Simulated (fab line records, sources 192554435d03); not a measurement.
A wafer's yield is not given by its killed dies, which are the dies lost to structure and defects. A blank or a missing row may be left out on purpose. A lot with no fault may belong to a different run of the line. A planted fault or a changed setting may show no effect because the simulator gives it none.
Chamber matching :: flow n5 finfet :: uv cure-03 running N5_BEOL_M10_CURE_71: 3 sister chambers
The step cures SiCOH lowk, time 240 s. 3 wafers are shown with their chamber, then 8 later ones without.

## WAFERS, EACH WITH ITS CHAMBER
wafer: L083.5
chamber: 0
wafer_temp_C_max: 386.1

wafer: L087.6
chamber: 2
wafer_temp_C_max: 387.3

wafer: L091.1
chamber: 1
wafer_temp_C_max: 387.2

## WAFERS MISSING THEIR CHAMBER
wafer: L091.3
wafer_temp_C_max: 386.6

wafer: L091.6
wafer_temp_C_max: 386.6

wafer: L095.1
wafer_temp_C_max: 386.6

wafer: L095.3
wafer_temp_C_max: 387.3

wafer: L095.6
wafer_temp_C_max: 386.3

wafer: L097.1
wafer_temp_C_max: 387.9

wafer: L097.2
wafer_temp_C_max: 386.7

wafer: L097.3
wafer_temp_C_max: 387.5

## WHICH CHAMBER EACH ONE RAN IN
wafer: L091.3
from the rows above: can't be placed: 0 or 1 or 2
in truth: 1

wafer: L091.6
from the rows above: can't be placed: 0 or 1 or 2
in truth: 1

wafer: L095.1
from the rows above: can't be placed: 0 or 1 or 2
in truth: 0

wafer: L095.3
from the rows above: can't be placed: 2 or 1
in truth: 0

wafer: L095.6
from the rows above: can't be placed: 0 or 1 or 2
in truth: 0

wafer: L097.1
from the rows above: can't be placed: 2 or 1
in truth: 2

wafer: L097.2
from the rows above: can't be placed: 1 or 0 or 2
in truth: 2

wafer: L097.3
from the rows above: can't be placed: 2 or 1
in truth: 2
Placed correctly: 0 of 8. Cannot be placed on the basis of these rows: 8; the candidates contain the true chamber in 7. Number placed wrongly: 0.
How it was worked out, from the rows above alone: a wafer's distance from a chamber is the root of the sum, over the readings, of the square of ((its reading less the chamber's mean) divided by the reading's scatter). If the next closest chamber is less than 2 further off than the closest, the wafer can't be placed; otherwise it belongs to the closest. For every chamber, the mean is computed from those of its wafers that are shown. The scatter (one wafer shown for each chamber): square how far every hidden wafer sits from the nearest shown wafer, average those squares and take the square root.
